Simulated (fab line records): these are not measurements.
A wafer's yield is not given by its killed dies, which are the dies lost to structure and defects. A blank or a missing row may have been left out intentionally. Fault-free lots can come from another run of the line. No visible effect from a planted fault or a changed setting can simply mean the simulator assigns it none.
What tool caused it?	flow nand-harc	24 lots with 72 wafers sampled at 5 steps, on a route of 1159 steps

## WHAT EACH GAUGE READ, for each wafer
NHARC_A_SLIT_CD_MEAS_21. Usual: 289.8 nm for cd-nm, sd 0.9.
lot	measured	on	cd-nm (nm)	flag
L074	day 14 14:11	cd-sem-01	288.3 288.9 288.0	
L075	day 14 15:53	cd-sem-02	288.5 287.4 288.6	
L076	day 15 05:08	cd-sem-03	290.7 290.2 290.8	
L077	day 15 04:25	cd-sem-03	289.5 290.5 289.2	
L079	day 15 06:08	cd-sem-02	289.7 290.4 290.4	
L078	day 15 23:08	cd-sem-02	291.2 290.7 290.8	
L080	day 15 16:29	cd-sem-03	292.0 290.6 290.5	
L081	day 16 05:30	cd-sem-03	290.3 291.2 291.1	
L082	day 16 22:12	cd-sem-03	288.6 289.0 288.5	
L083	day 16 22:21	cd-sem-03	288.7 289.3 289.6	
L086	day 17 10:05	cd-sem-02	290.8 290.5 290.8	
L084	day 17 22:25	cd-sem-03	291.3 289.9 290.9	
L087	day 17 21:25	cd-sem-01	290.2 290.4 290.3	
L085	day 17 23:05	cd-sem-02	289.9 291.5 290.3	
L092	day 18 15:01	cd-sem-03	290.1 290.7 290.3	
L088	day 18 14:22	cd-sem-01	290.6 289.2 289.7	
L090	day 18 16:44	cd-sem-02	289.9 289.9 290.3	
L089	day 18 16:05	cd-sem-01	290.3 289.9 290.1	
L091	day 18 17:46	cd-sem-03	289.1 289.8 289.9	
L093	day 18 22:31	cd-sem-02	289.4 290.1 290.0	
L094	day 19 18:11	cd-sem-01	289.2 288.9 290.1	
L095	day 19 18:22	cd-sem-01	289.7 289.5 288.8	
L096	day 20 01:59	cd-sem-01	288.9 289.3 288.9	
L097	day 20 03:40	cd-sem-01	289.6 289.2 289.4	

NHARC_A_SIN_REMOVE_INSPECT_04. Usual: 298 for raw-defect-count, sd 80.
lot	measured	on	raw-defect-count	flag
L074	day 14 21:53	defect-inspect-01	234 203 302	
L075	day 14 21:53	defect-inspect-02	318 308 365	
L076	day 15 12:11	defect-inspect-01	226 231 327	
L077	day 15 12:14	defect-inspect-01	165 273 285	
L079	day 15 12:12	defect-inspect-02	263 222 248	
L078	day 16 13:26	defect-inspect-02	246 238 254	
L080	day 16 00:13	defect-inspect-02	484 362 416	
L081	day 16 13:26	defect-inspect-01	289 292 221	
L082	day 17 05:49	defect-inspect-02	313 344 442	
L083	day 17 05:49	defect-inspect-01	266 241 282	
L086	day 17 17:43	defect-inspect-02	286 317 322	
L084	day 18 05:07	defect-inspect-01	230 311 448	
L087	day 18 05:07	defect-inspect-02	259 352 325	
L085	day 18 05:09	defect-inspect-01	264 359 206	
L092	day 18 22:06	defect-inspect-02	247 363 215	
L088	day 18 22:06	defect-inspect-01	256 214 298	
L090	day 18 22:07	defect-inspect-02	361 346 294	
L089	day 18 22:08	defect-inspect-01	253 169 293	
L091	day 19 02:50	defect-inspect-01	225 187 273	
L093	day 19 07:38	defect-inspect-01	483 370 342	
L094	day 20 01:51	defect-inspect-02	388 388 666	
L095	day 20 01:52	defect-inspect-01	273 379 308	
L096	day 20 09:43	defect-inspect-02	265 268 191	
L097	day 20 09:43	defect-inspect-01	326 320 356	

## WHICH TOOL RAN EACH LOT (tool, then ch and the chambers of the sampled wafers, then the start)
lot	NHARC_A_STAIRCASE_ETCHBACK_422	NHARC_A_SGD_CUT_ETCH_15	NHARC_A_SGD_CUT_CMP_21
L074	rie-diel-02 ch 0,3, day 13 13:56	rie-diel-11 ch 0,1,2, day 13 21:41 or earlier	cmp-02 ch 2,3, day 13 21:41
L075	rie-diel-02 ch 0,2,3, day 13 14:05	rie-diel-06 ch 0,1,2, day 13 21:41 or earlier	cmp-03 ch 0,2,3, day 13 21:41
L076	rie-diel-02 ch 0,3, day 14 11:21	rie-diel-06 ch 1,3, day 14 19:10 or earlier	cmp-02 ch 0,1,3, day 14 19:10
L077	rie-diel-02 ch 1,2,3, day 14 11:44	rie-diel-09 ch 0,1,2, day 14 19:08 or earlier	cmp-03 ch 0,1,3, day 14 19:08
L079	rie-diel-02 ch 1,2,3, day 14 13:37	rie-diel-09 ch 0,3, day 14 19:10 or earlier	cmp-01 ch 2,3, day 14 19:10
L078	rie-diel-01 ch 1,3, day 14 22:28	rie-diel-09 ch 1,2, day 15 08:55 or earlier	cmp-02 ch 1,3, day 15 08:55
L080	rie-diel-08 ch 1,2, day 14 23:52	rie-diel-06 ch 1,2, day 15 08:57 or earlier	cmp-01 ch 0,2,3, day 15 08:57
L081	rie-diel-08 ch 0,1,2, day 15 13:57	rie-diel-09 ch 0,1,2, day 15 21:57 or earlier	cmp-03 ch 1,2, day 15 21:57
L082	rie-diel-01 ch 0,1,3, day 16 05:55	rie-diel-09 ch 0,1,2, day 16 14:35 or earlier	cmp-02 ch 0,2,3, day 16 14:35
L083	rie-diel-01 ch 0,3, day 16 06:34	rie-diel-06 ch 0,1,2, day 16 14:33 or earlier	cmp-03 ch 0,1,3, day 16 14:33
L086	rie-diel-02 ch 0,1,3, day 16 18:16	rie-diel-06 ch 0,2,3, day 17 02:34 or earlier	cmp-02 ch 1,2,3, day 17 02:34
L084	rie-diel-01 ch 2,3, day 17 04:38	rie-diel-09 ch 1,2, day 17 14:00 or earlier	cmp-02 ch 2,3, day 17 14:00
L087	rie-diel-02 ch 0,1,3, day 17 04:53	rie-diel-06 ch 0,1,3, day 17 13:59 or earlier	cmp-03 ch 0,2,3, day 17 13:59
L085	rie-diel-01 ch 0,1,2, day 17 06:31	rie-diel-06 ch 0,1,2, day 17 14:07 or earlier	cmp-02 ch 0,2,3, day 17 14:07
L092	rie-diel-01 ch 0,1, day 17 21:17	rie-diel-06 ch 1,2, day 18 06:33 or earlier	cmp-03 ch 2,3, day 18 06:33
L088	rie-diel-01 ch 0,2, day 17 21:34	rie-diel-11 ch 1,2, day 18 06:34 or earlier	cmp-02 ch 0,2,3, day 18 06:34
L090	rie-diel-01 ch 0,1,2, day 17 21:49	rie-diel-09 ch 0,1,2, day 18 06:42 or earlier	cmp-02 ch 0,2,3, day 18 06:42
L089	rie-diel-02 ch 0,2,3, day 17 22:52	rie-diel-06 ch 2,3, day 18 06:40 or earlier	cmp-03 ch 0,2,3, day 18 06:40
L091	rie-diel-02 ch 0,2, day 17 23:43	rie-diel-11 ch 0,1,3, day 18 06:49 or earlier	cmp-03 ch 0,1, day 18 06:49
L093	rie-diel-08 ch 0,1, day 18 02:34	rie-diel-11 ch 0,2, day 18 15:17 or earlier	cmp-02 ch 0,1,3, day 18 15:17
L094	rie-diel-01 ch 1,2, day 18 22:32	rie-diel-06 ch 1,2, day 19 07:44 or earlier	cmp-01 ch 0,1,2, day 19 07:44
L095	rie-diel-02 ch 0,1,3, day 18 23:06	rie-diel-06 ch 0,1,3, day 19 07:41 or earlier	cmp-03 ch 0,1,2, day 19 07:41
L096	rie-diel-08 ch 1,2,3, day 19 10:39	rie-diel-06 ch 1,2, day 19 18:34 or earlier	cmp-01 ch 0,1,3, day 19 18:34
L097	rie-diel-08 ch 1,3, day 19 10:55	rie-diel-11 ch 1,2,3, day 19 18:33 or earlier	cmp-02 ch 0,2, day 19 18:33
- NHARC_A_STAIRCASE_ETCHBACK_422: etches the open film in CH3F/O2, target depth 40 nm, time 74.286 s.
- NHARC_A_SGD_CUT_ETCH_15: etches the open film in CH3F/O2, target depth 75 nm, time 64.3 s.
- NHARC_A_SGD_CUT_CMP_21: polishes, target thk 148.19 nm.

## AS READ BY THE TOOLS THEMSELVES (means over the sampled wafers that have a number; for cases with no such wafer, the mark the record gives instead)
NHARC_A_STAIRCASE_ETCHBACK_422. Usual: drypump-motor-current-A 5.7 A, standard deviation 0.56; oes-product-au 0.96 a.u., standard deviation 0.037; rf-fwd-power-W 496.0 W, standard deviation 1.6; rf-vpp-V 244.7 V, standard deviation 1.7; showerhead-plenum-p-Torr 2.48 Torr, standard deviation 0.11; throttle-valve-pct 20.663 %, standard deviation 0.0082.
lot	tool	drypump-motor-current-A (A)	oes-product-au (a.u.)	rf-fwd-power-W (W)	rf-vpp-V (V)	showerhead-plenum-p-Torr (Torr)	throttle-valve-pct (%)	flag
L074	rie-diel-02	6.0	0.99	497.1	243.3	2.45	20.672	
L075	rie-diel-02	6.0	0.92	496.4	245.7	2.50	20.665	
L076	rie-diel-02	5.5	0.93	495.5	246.3	2.54	20.660	
L077	rie-diel-02	6.1	0.99	494.4	243.4	2.39	20.661	
L079	rie-diel-02	6.1	0.99	494.2	243.6	2.39	20.663	
L078	rie-diel-01	5.2	1.00	496.1	244.3	2.49	20.659	
L080	rie-diel-08	5.5	0.92	494.7	245.9	2.57	20.666	
L081	rie-diel-08	5.5	1.00	494.8	245.4	2.52	20.650	
L082	rie-diel-01	5.6	1.00	496.1	245.7	2.53	20.664	
L083	rie-diel-01	5.7	1.00	496.7	245.8	2.59	20.667	
L086	rie-diel-02	5.6	1.00	496.4	243.6	2.43	20.672	
L084	rie-diel-01	5.4	0.91	496.0	244.1	2.45	20.664	
L087	rie-diel-02	5.6	0.93	496.6	243.5	2.43	20.671	
L085	rie-diel-01	5.7	0.92	496.0	245.1	2.50	20.667	
L092	rie-diel-01	5.9	0.99	497.3	245.7	2.56	20.657	
L088	rie-diel-01	5.7	0.91	496.1	244.6	2.49	20.668	
L090	rie-diel-01	5.7	0.92	496.6	245.3	2.50	20.656	
L089	rie-diel-02	6.0	1.01	494.1	244.8	2.48	20.664	
L091	rie-diel-02	5.4	0.99	497.3	245.9	2.58	20.665	
L093	rie-diel-08	5.4	0.93	495.9	245.4	2.46	20.666	
L094	rie-diel-01	5.6	0.93	494.9	244.5	2.42	20.664	
L095	rie-diel-02	5.6	1.00	495.6	243.8	2.42	20.662	
L096	rie-diel-08	5.6	1.00	496.6	246.0	2.51	20.660	
L097	rie-diel-08	5.7	0.93	496.9	244.7	2.47	20.665	

NHARC_A_SGD_CUT_ETCH_15. Usual: drypump-motor-current-A 5.53 A, standard deviation 0.23; oes-product-au 0.961 a.u., standard deviation 0.015; rf-fwd-power-W 495.4 W, standard deviation 2; rf-vpp-V 264.3 V, standard deviation 1.8; showerhead-plenum-p-Torr 2.49 Torr, standard deviation 0.11; throttle-valve-pct 20.662 %, standard deviation 0.0089.
lot	tool	drypump-motor-current-A (A)	oes-product-au (a.u.)	rf-fwd-power-W (W)	rf-vpp-V (V)	showerhead-plenum-p-Torr (Torr)	throttle-valve-pct (%)	flag
L074	rie-diel-11	5.48	0.962	493.4	262.8	2.38	20.659	
L075	rie-diel-06	5.46	0.949	493.1	264.6	2.54	20.669	
L076	rie-diel-06	5.51	0.947	495.9	265.8	2.61	20.659	
L077	rie-diel-09	5.64	0.970	496.1	264.3	2.48	20.658	
L079	rie-diel-09	5.44	0.963	495.8	263.7	2.44	20.660	
L078	rie-diel-09	5.75	0.927	494.0	265.1	2.52	20.653	
L080	rie-diel-06	5.52	0.970	492.8	264.0	2.49	20.660	
L081	rie-diel-09	5.63	0.970	495.1	264.3	2.47	20.664	
L082	rie-diel-09	5.65	0.961	495.7	263.9	2.47	20.667	
L083	rie-diel-06	5.47	0.970	494.7	264.5	2.53	20.656	
L086	rie-diel-06	5.30	0.964	496.6	264.4	2.51	20.667	
L084	rie-diel-09	5.75	0.957	494.5	264.0	2.51	20.658	
L087	rie-diel-06	5.48	0.962	495.1	265.1	2.59	20.663	
L085	rie-diel-06	5.45	0.962	494.2	264.6	2.53	20.656	
L092	rie-diel-06	5.70	0.968	496.1	265.2	2.57	20.659	
L088	rie-diel-11	5.53	0.957	494.8	262.9	2.41	20.665	
L090	rie-diel-09	5.64	0.967	496.0	264.0	2.47	20.659	
L089	rie-diel-06	5.36	0.963	498.1	265.8	2.53	20.673	
L091	rie-diel-11	5.60	0.967	495.5	263.6	2.39	20.665	
L093	rie-diel-11	5.54	0.964	493.8	261.9	2.34	20.669	
L094	rie-diel-06	5.68	0.952	495.0	265.6	2.57	20.663	
L095	rie-diel-06	5.47	0.958	495.9	265.5	2.59	20.668	
L096	rie-diel-06	5.53	0.968	494.2	263.7	2.49	20.654	
L097	rie-diel-11	5.65	0.973	495.7	262.6	2.39	20.661	

NHARC_A_SGD_CUT_CMP_21. Usual: motor-current-A 11.8 A, standard deviation 0.89; time-to-endpoint-s 50.3 s, standard deviation 2.9.
lot	tool	motor-current-A (A)	time-to-endpoint-s (s)	flag
L074	cmp-02	11.3	50.2	
L075	cmp-03	11.8	48.0	
L076	cmp-02	12.4	50.7	
L077	cmp-03	11.8	50.8	
L079	cmp-01	10.9	47.5	
L078	cmp-02	11.8	52.3	
L080	cmp-01	11.8	47.4	
L081	cmp-03	11.9	52.0	
L082	cmp-02	11.9	51.9	
L083	cmp-03	11.5	51.3	
L086	cmp-02	11.3	52.8	
L084	cmp-02	11.5	49.8	
L087	cmp-03	11.4	48.2	
L085	cmp-02	11.9	48.4	
L092	cmp-03	11.3	51.9	
L088	cmp-02	12.3	47.0	
L090	cmp-02	12.2	49.8	
L089	cmp-03	11.6	52.8	
L091	cmp-03	11.6	49.2	
L093	cmp-02	12.6	48.1	
L094	cmp-01	11.8	50.7	
L095	cmp-03	11.7	52.7	
L096	cmp-01	11.9	47.0	
L097	cmp-02	11.8	50.0	

## THE ANSWER, worked out from the rows above alone
Rule: a lot counts as off when the mean over its wafers that have a number is more than 3 standard deviations away from the usual mean. Also off: a lot with no number at a reading for which 4 or more lots have one. Any other lot the step has rows for is counted as sound. Order of review: gauges by route order, followed by the tools' own readings, for which a lot's mean as printed above is used. The first step at which some lot is off is used, and at that step the reading that is off furthest; a lot without a number counts as furthest.
No lot is off at any reading shown: from this, nothing can be told.

## WHAT HAD BEEN PUT IN BY THE SIMULATOR
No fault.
